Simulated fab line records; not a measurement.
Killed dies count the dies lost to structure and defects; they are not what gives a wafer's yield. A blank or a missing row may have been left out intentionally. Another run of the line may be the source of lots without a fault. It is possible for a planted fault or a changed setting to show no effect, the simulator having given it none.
Matching of chambers / flow nand-harc / NHARC_A_SGD_CUT_CMP_21 on cmp-02 has 4 sister chambers
The step polishes, target thk 148.19 nm. 4 wafers are shown with their chamber, then 8 later ones without.

WAFERS PAIRED WITH THEIR CHAMBERS
wafer=L082.5; chamber=3; motor-current-A (A)=12.2
wafer=L088.1; chamber=2; motor-current-A (A)=11.6
wafer=L088.6; chamber=1; motor-current-A (A)=15.0
wafer=L087.1; chamber=0; motor-current-A (A)=12.0

WAFERS MISSING THEIR CHAMBER
wafer=L087.3; motor-current-A (A)=11.2
wafer=L087.5; motor-current-A (A)=12.0
wafer=L094.1; motor-current-A (A)=12.9
wafer=L094.3; motor-current-A (A)=12.5
wafer=L094.4; motor-current-A (A)=11.0
wafer=L097.2; motor-current-A (A)=11.2
wafer=L097.4; motor-current-A (A)=13.4
wafer=L097.5; motor-current-A (A)=12.2

THE CHAMBER EACH PASSED THROUGH
wafer=L087.3; from the rows above=can't be placed: 2 or 0 or 3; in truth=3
wafer=L087.5; from the rows above=can't be placed: 0 or 3 or 2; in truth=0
wafer=L094.1; from the rows above=can't be placed: 3 or 0 or 2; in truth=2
wafer=L094.3; from the rows above=can't be placed: 3 or 0 or 2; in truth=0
wafer=L094.4; from the rows above=can't be placed: 2 or 0 or 3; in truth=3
wafer=L097.2; from the rows above=can't be placed: 2 or 0 or 3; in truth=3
wafer=L097.4; from the rows above=can't be placed: 3 or 0 or 1 or 2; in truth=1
wafer=L097.5; from the rows above=can't be placed: 3 or 0 or 2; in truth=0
Placed correctly: 0 of 8. From these rows, 8 cannot be placed; in 8 the true chamber is one of the candidates. 0 placed wrongly.
How it was worked out, from the rows above alone: a wafer's distance from a chamber is the root of the sum, over the readings, of the square of ((its reading less the chamber's mean) divided by the reading's scatter). If the next closest chamber is less than 2 further off than the closest, the wafer can't be placed; otherwise it belongs to the closest. The mean given for a chamber averages the wafers shown for that chamber. The scatter: root of mean squared gap, hidden wafer to nearest shown wafer, with one shown wafer a chamber.
